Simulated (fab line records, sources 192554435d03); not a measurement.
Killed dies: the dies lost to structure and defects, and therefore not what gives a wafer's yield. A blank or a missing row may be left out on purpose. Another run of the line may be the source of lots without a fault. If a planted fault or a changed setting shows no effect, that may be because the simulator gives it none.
Which tool is to blame? || flow n5 finfet || 7 lots with 21 wafers sampled at 3 steps, on a route of 1938 steps

## WHAT THE GAUGES SHOWED, per wafer
N5_FIN_SAQP_OVL_MEAS_17.
{"lot": "L976", "measured": "day 2 10:20", "on": "overlay-01", "FIN_CORE_OVL (nm)": "-1.4 1.0 -0.6"}
{"lot": "L979", "measured": "day 3 03:41", "on": "overlay-02", "FIN_CORE_OVL (nm)": "0.0 -1.8 0.0"}
{"lot": "L981", "measured": "day 3 17:04", "on": "overlay-01", "FIN_CORE_OVL (nm)": "1.3 -0.2 0.6"}
{"lot": "L984", "measured": "day 4 09:43", "on": "overlay-01", "FIN_CORE_OVL (nm)": "-1.4 1.2 -1.8"}
{"lot": "L989", "measured": "day 5 16:31", "on": "overlay-02", "FIN_CORE_OVL (nm)": "-2.6 -1.0 -0.6"}
{"lot": "L992", "measured": "day 6 10:28", "on": "overlay-02", "FIN_CORE_OVL (nm)": "- - -"}
{"lot": "L997", "measured": "day 7 16:27", "on": "overlay-02", "FIN_CORE_OVL (nm)": "-1.3 -0.2 0.0"}

## WHAT TOOL EACH LOT RAN ON (gives the tool, then ch and the chambers of the sampled wafers, and finally the start)
{"lot": "L976", "N5_PMOS_HMC_CHANNEL_EPI_DESCUM_14": "rie diel-03 ch 0,2,3, day 2 05:06", "N5_FIN_SAQP_DEVELOP_15": "litho track-05 ch 0, day 2 10:14"}
{"lot": "L979", "N5_PMOS_HMC_CHANNEL_EPI_DESCUM_14": "rie diel-06 ch 0,1, day 2 23:26", "N5_FIN_SAQP_DEVELOP_15": "litho track-02 ch 0, day 3 03:35"}
{"lot": "L981", "N5_PMOS_HMC_CHANNEL_EPI_DESCUM_14": "rie diel-06 ch 1,2, day 3 11:19", "N5_FIN_SAQP_DEVELOP_15": "litho track-02 ch 0, day 3 16:58"}
{"lot": "L984", "N5_PMOS_HMC_CHANNEL_EPI_DESCUM_14": "rie diel-06 ch 0,1,3, day 4 05:44", "N5_FIN_SAQP_DEVELOP_15": "litho track-05 ch 0, day 4 09:37"}
{"lot": "L989", "N5_PMOS_HMC_CHANNEL_EPI_DESCUM_14": "rie diel-03 ch 1,2, day 5 11:35", "N5_FIN_SAQP_DEVELOP_15": "litho track-05 ch 0, day 5 16:25"}
{"lot": "L992", "N5_PMOS_HMC_CHANNEL_EPI_DESCUM_14": "rie diel-06 ch 1,2,3, day 6 06:17", "N5_FIN_SAQP_DEVELOP_15": "litho track-01, day 6 10:22"}
{"lot": "L997", "N5_PMOS_HMC_CHANNEL_EPI_DESCUM_14": "rie diel-05 ch 1,2, day 7 11:27", "N5_FIN_SAQP_DEVELOP_15": "litho track-02 ch 0, day 7 16:21"}
- N5_PMOS_HMC_CHANNEL_EPI_DESCUM_14: chemistry O2, time 7.9 s.
- N5_FIN_SAQP_DEVELOP_15: develop time 30 s.

## THE ANSWER, worked out from the rows above alone
Rule: the lots themselves supply what counts as usual. Put in order of their means at a reading, lots are off if they are a third of the lots or fewer, leave a main group of 4 or more, and stand apart from it by a gap of 3 or more times the standard deviation of the main group's means; of several such gaps the widest counts. Not used: any main group whose means are identical at the precision the tables above print for the reading. A lot without any number at a reading at which 4 lots or more have one is off too. The other lots that the step has rows for count as sound.
Off: L992, at N5_FIN_SAQP_OVL_MEAS_17 (FIN_CORE_OVL). Without a number there: L992. Main group: mean -0.5 nm, sd 0.58.
A tool fits if, at a process step before that reading, it ran every lot that is off, and no sound lot after the first of them. The gauges at N5_FIN_SAQP_OVL_MEAS_17 are tried like those tools. Undecided on this evidence; 2 tools fit (rie diel-06 at N5_PMOS_HMC_CHANNEL_EPI_DESCUM_14, litho track-01 at N5_FIN_SAQP_DEVELOP_15).

## WHAT THE SIMULATOR HAD PUT IN
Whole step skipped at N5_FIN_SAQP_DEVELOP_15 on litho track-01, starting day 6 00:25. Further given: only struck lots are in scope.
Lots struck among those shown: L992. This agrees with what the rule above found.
